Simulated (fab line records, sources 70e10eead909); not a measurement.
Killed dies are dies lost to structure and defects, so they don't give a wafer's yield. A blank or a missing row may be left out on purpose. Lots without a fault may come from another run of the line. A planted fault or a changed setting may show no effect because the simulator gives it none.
Which tool did it? | flow nand_harc | 7 lots, 21 wafers sampled, at 3 steps of a route of 1302

WHAT THE GAUGES READ, wafer by wafer
NHARC_P_BONDPAD_THK_MEAS_33: measures by ellipsometry.
lot  | measured     | on            | thk_nm (nm)
L477 | day 6 20:52  | film_metro-01 | 198.2 200.3 201.1
L480 | day 8 08:01  | film_metro-01 | 202.6 200.4 202.6
L485 | day 10 09:03 | film_metro-01 | 196.7 198.8 199.0
L487 | day 11 01:40 | film_metro-02 | 246.7 247.3 246.4
L496 | day 14 23:04 | film_metro-01 | 203.6 200.9 203.5
L497 | day 15 04:41 | film_metro-01 | 196.9 196.5 198.0
L498 | day 15 23:46 | film_metro-01 | 198.2 200.1 197.8

WHICH TOOL RAN EACH LOT (tool, then ch and the chambers of the sampled wafers, then the start)
lot  | NHARC_P_M2_CMP_23             | NHARC_P_BONDPAD_CMP_32
L477 | cmp-01 ch 2,3, day 6 19:09    | cmp-01 ch 0,3, day 6 20:37
L480 | cmp-03 ch 1,2,3, day 8 06:21  | cmp-01 ch 1,2,3, day 8 07:47
L485 | cmp-01 ch 0,1,2, day 10 07:22 | cmp-02 ch 0,2,3, day 10 08:48
L487 | cmp-03 ch 1,2,3, day 10 23:58 | cmp-04 ch 0,1,3, day 11 01:25
L496 | cmp-01 ch 1,3, day 14 21:15   | cmp-01 ch 1,2, day 14 22:49
L497 | cmp-01 ch 1,2,3, day 15 02:52 | cmp-02 ch 0,1, day 15 04:26
L498 | cmp-03 ch 1,2,3, day 15 22:07 | cmp-02 ch 1,2,3, day 15 23:35
- NHARC_P_M2_CMP_23: polishes, t overpolish 20 s, target thk 144.3 nm.
- NHARC_P_BONDPAD_CMP_32: polishes SiCN, target thk 200 nm.

THE ANSWER, worked out from the rows above alone
Rule: what is usual is taken from the lots themselves. Put in order of their means at a reading, lots are off if they are a third of the lots or fewer, leave a main group of 4 or more, and stand apart from it by a gap of 3 or more times the standard deviation of the main group's means; of several such gaps the widest counts. A main group whose means are all the same, to the digits that the tables above print for the reading, isn't used. A lot without any number at a reading at which 4 lots or more have one is off too. The other lots that the step has rows for count as sound.
Off: L487, at NHARC_P_BONDPAD_THK_MEAS_33 (thk_nm). The main group: mean 199.7 nm, standard deviation 2.
A tool fits if, at a process step before that reading, it ran every lot that is off, and no sound lot after the first of them. The gauges at NHARC_P_BONDPAD_THK_MEAS_33 are tried like those tools. Can't be told from this: 2 tools fit, cmp-04 at NHARC_P_BONDPAD_CMP_32, film_metro-02 at NHARC_P_BONDPAD_THK_MEAS_33.

WHAT THE SIMULATOR HAD PUT IN
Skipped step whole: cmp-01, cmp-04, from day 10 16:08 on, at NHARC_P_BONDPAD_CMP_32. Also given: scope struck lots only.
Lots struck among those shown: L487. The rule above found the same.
